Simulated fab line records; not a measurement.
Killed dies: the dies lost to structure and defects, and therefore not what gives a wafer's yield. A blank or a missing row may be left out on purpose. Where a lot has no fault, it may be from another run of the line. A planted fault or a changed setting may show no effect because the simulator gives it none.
Lot-split experiment -- flow n5Finfet -- route with 1938 steps; 7 lots, 21 wafers read

SPLIT DETAILS
At N5_SDB_HM_DEP_00 (deposits SiNx from SiH4/NH3/N2, target thk 40 nm, time 35.3 s), the setting timeS was moved away from the recipe's 35.3 s on 5 of the 21 wafers read, by -13.5% to -4.6%. The other wafers ran this setting at the recipe's value.

FROM THE SPLIT TO THE READING: what the file shows between them, 9 steps
- N5_SDB_COAT_03: time 60 s, resist thk 100 nm
- N5_SDB_COAT_04: time 60 s, resist thk 18 nm
- N5_SDB_STRIP_19: strips in N2/H2
- N5_SDB_STRIP_21: strips in CF4
- N5_SDB_HM_OPEN_20: chemistry CH3F/O2, target SiNx, stops on poly-Si, target depth 24 nm
- N5_SDB_STRIP_22: strips in N2/H2
- N5_SDB_PRECLEAN_23: cleans in dHF, time 30 s
- N5_SDB_DUMMY_REMOVE_24: chemistry TMAH, target poly-Si, stops on SiO2, target depth 142 nm, time 57 s, rinse time 30 s
- N5_SDB_ETCH_25: etches SiO2 in C4F6/O2, target depth 10 nm, time 3.3 s

THE READING
SiNx_of_SDB_HM_DEP_00.thkNm (the simulator's own value, which no gauge read), in nm, at N5_SDB_CUT_ETCH_26 (etches Si in HBr/Cl2/O2, target depth 129.6 nm, bt time 20 s, time 51.8 s). No usual value for it is given in the file. Average 22.2 nm, standard deviation 0.56 nm, over the 16 wafers here run with the recipe.

wafer,"tool, chamber at the split","timeS as run, s",against the recipe,"SiNx_of_SDB_HM_DEP_00.thkNm, nm",against lot-mates on the recipe
L074.1,"pecvd-02, 2",35.3,recipe,21.6,-
L074.4,"pecvd-02, 2,1",35.3,recipe,22.4,-
L074.5,"pecvd-02, 2,1",35.3,recipe,22,-
L077.1,"pecvd-02, 1",30.53,-13.5%,16.6,-6.1
L077.3,"pecvd-02, 0",35.3,recipe,22.4,-
L077.6,"pecvd-02, 2",35.3,recipe,23,-
L076.1,"pecvd-03, 1",35.3,recipe,21.6,-
L076.2,"pecvd-03, 0",35.3,recipe,22.2,-
L076.3,"pecvd-03, 2",35.3,recipe,22,-
L078.2,"pecvd-03, 1",33.68,-4.6%,20.8,-1.5
L078.3,"pecvd-03, 0",35.3,recipe,21.4,-
L078.6,"pecvd-03, 0",35.3,recipe,23.2,-
L081.1,"pecvd-02, 2",35.3,recipe,22.4,-
L081.3,"pecvd-02, 0",35.3,recipe,21.8,-
L081.4,"pecvd-02, 0",30.77,-12.8%,17.2,-4.9
L085.1,"pecvd-02, 0",35.3,recipe,22.2,-
L085.4,"pecvd-02, 2",35.3,recipe,22.8,-
L085.5,"pecvd-02, 1",35.3,recipe,23.2,-
L088.1,"pecvd-01, 2",35.3,recipe,21.6,-
L088.2,"pecvd-01, 1",31.46,-10.9%,17.6,-4.0
L088.3,"pecvd-01, 0",31.46,-10.9%,18.6,-3.0
Rows listing several chambers each stand for several wafers; the file does not say which wafer went through which chamber.

FIT RESULTS
A straight line over all 21 wafers: SiNx_of_SDB_HM_DEP_00.thkNm changes by +0.394 nm for each +1% of timeS; r = +0.96; the points scatter about the line by 0.55 nm.
The same after taking each lot's own level away (the mean of its wafers on the recipe; 21 wafers): +0.379 nm for each +1%; r = +0.96; scatter 0.53 nm.
That fit puts the effect of the largest move of timeS on the reading at 5.1 nm.
From 21.60 to 22.73 nm: that is the span of the lots' own levels, equal to 2.0 times the standard deviation above.
Consequently the slope shifts little with the lot-to-lot level, the two slopes agreeing.
Check: for one of the wafers moved furthest among these (-13.5%), held out of the fit, the line's prediction against its lot-mates is -4.67 nm. Against them it came out at -6.1 nm.

FURTHER SPLITS ON THESE WAFERS
Before the reading, these wafers also passed through other splits. Each is held against what the fit with the lots' levels taken away leaves over:
other split on the same wafers,wafers away from the commonest value,r with SiNx_of_SDB_HM_DEP_00.thkNm (lot level and that fit taken away)
N5_FIN_CUT_ETCH_21 timeS,3,-0.12
N5_DUMMY_GATE_COAT_28 spinRpm,6,+0.00
N5_SD_EPI_N_ETCH_45 targetDepthA,8,+0.09

THE WHOLE CHAIN: every reading that the file lists as answering this split, in the file's order
step,what it does,reading,change (the file's fit),r (the file's)
N5_SDB_HM_DEP_00,"deposits SiNx from SiH4/NH3/N2, target thk 40 nm, time 35.3 s","SiNx_of_SDB_HM_DEP_00.thkNm (the simulator's own value, which no gauge read)",+0.406 nm for each +1% of the setting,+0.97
N5_SDB_HM_OPEN_20,"chemistry CH3F/O2, target SiNx, stops on poly-Si, target depth 24 nm","etch.depthNm (the simulator's own value, which no gauge read)",+0.408 nm for each +1% of the setting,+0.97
N5_SDB_ETCH_25,"etches SiO2 in C4F6/O2, target depth 10 nm, time 3.3 s","SiNx_of_SDB_HM_DEP_00.thkNm (the simulator's own value, which no gauge read)",+0.403 nm for each +1% of the setting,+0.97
N5_SDB_CUT_ETCH_26,"etches Si in HBr/Cl2/O2, target depth 129.6 nm, bt time 20 s, time 51.8 s","SiNx_of_SDB_HM_DEP_00.thkNm (the simulator's own value, which no gauge read)",+0.391 nm for each +1% of the setting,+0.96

THE FILE'S OWN FIT
SiNx_of_SDB_HM_DEP_00.thkNm changes by +0.391 nm for each +1% of timeS, r = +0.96.
